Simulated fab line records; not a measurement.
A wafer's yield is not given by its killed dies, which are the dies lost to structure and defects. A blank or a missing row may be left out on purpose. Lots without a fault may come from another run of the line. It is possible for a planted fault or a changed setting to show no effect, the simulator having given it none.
The same fault as seen by 2 desks    flow n5Finfet    each desk holds nothing but its own numbers, with what lay behind them at the end

== TOOL OWNER'S DESK, pvdSputter-01 ==
The tool's own readings at N5_BEOL_M1_SPUTTER_90 (material Cu, target thk 4.5 nm, time 8.29 s): means of the sampled wafers that have a number, for each lot that ran on this tool. The brackets show how far a lot's mean lies from the usual mean; more than 4 standard deviations puts the lot out of limits, marked OUT.
Columns: A = chamberPressurePa at N5_BEOL_M1_SPUTTER_90, usual 0.07 Pa; B = susceptorTempC at N5_BEOL_M1_SPUTTER_90, usual -20.00 C; C = throttleValvePct at N5_BEOL_M1_SPUTTER_90, usual 29.9 %
lot   first seen here  A               B       C
L482  day 6 19:25      0.07            -19.95  29.7
L485  day 7 12:42      0.07            -20.00  28.9
L492  day 10 00:55     0.08 (+47) OUT  -20.02  30.0
This desk's verdict: out of limits on L492, starting with L492 at day 10 00:55 (chamberPressurePa at N5_BEOL_M1_SPUTTER_90). L482, L485: within limits.

== THE METROLOGY DESK ==
What the gauges read, lot by lot, whatever tool the lot ran on: means of the sampled wafers that have a number. The brackets show how far a lot's mean lies from the usual mean; more than 4 standard deviations puts the lot out of limits, marked OUT. Readings shown: 7 of its 10, picked as those furthest out on some lot.
Columns: A = DIBL_N at N5_BEOL_M4_RC_MEAS_101, usual 35.1 mV/V; B = DIBL_P at N5_BEOL_M4_RC_MEAS_101, usual 35.2 mV/V; C = IOFF_N at N5_BEOL_M4_RC_MEAS_101, usual 0.146 nA/um; D = IOFF_P at N5_BEOL_M4_RC_MEAS_101, usual 0.20 nA/um; E = SS_P at N5_BEOL_M4_RC_MEAS_101, usual 73.1 mV/dec; F = VT_N at N5_BEOL_M4_RC_MEAS_101, usual 250 mV; G = VT_P at N5_BEOL_M4_RC_MEAS_101, usual -251 mV
lot   first seen here  A     B     C      D     E     F    G
L482  day 8 03:03      35.5  35.6  0.136  0.19  72.7  254  -253
L481  day 8 22:20      34.2  35.0  0.134  0.20  73.0  251  -250
L483  day 8 23:31      37.3  37.5  0.204  0.28  73.9  245  -245
L485  day 9 02:35      36.8  38.2  0.180  0.21  74.2  248  -252
L492  day 11 23:13     35.8  35.5  0.155  0.19  73.1  251  -253
L495  day 11 23:38     33.8  34.7  0.138  0.21  72.9  250  -249
L493  day 12 02:44     35.2  34.8  0.140  0.23  73.3  249  -246
L494  day 12 04:23     33.8  33.7  0.117  0.15  72.5  252  -256
L497  day 12 08:22     34.4  33.5  0.127  0.17  72.5  254  -254
L498  day 13 03:28     34.2  33.6  0.143  0.22  72.9  247  -247
L503  day 14 15:52     35.4  36.9  0.158  0.21  73.4  247  -250
This desk's finding: nothing out of limits on any of the 11 lots.

== PUT TOGETHER ==
The tool owner's desk could have raised an alarm at day 10 00:55, on L492.
Nothing out of limits was seen by the metrology desk.
The metrology desk has L492 on record, within its limits.
N5_BEOL_M1_SPUTTER_90 was run on pvdSputter-01 by each of the lots named.

== WHAT WAS PUT IN BY THE SIMULATOR ==
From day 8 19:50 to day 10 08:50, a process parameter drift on pvdSputter-01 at N5_BEOL_M1_SPUTTER_90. A move of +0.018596 in setting chamberPressurePa, from 0.07. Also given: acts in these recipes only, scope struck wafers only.
Lots struck among those shown: L492.
Delay in hours, fault start to first out-of-limits reading, by desk: the tool owner's desk at 29.
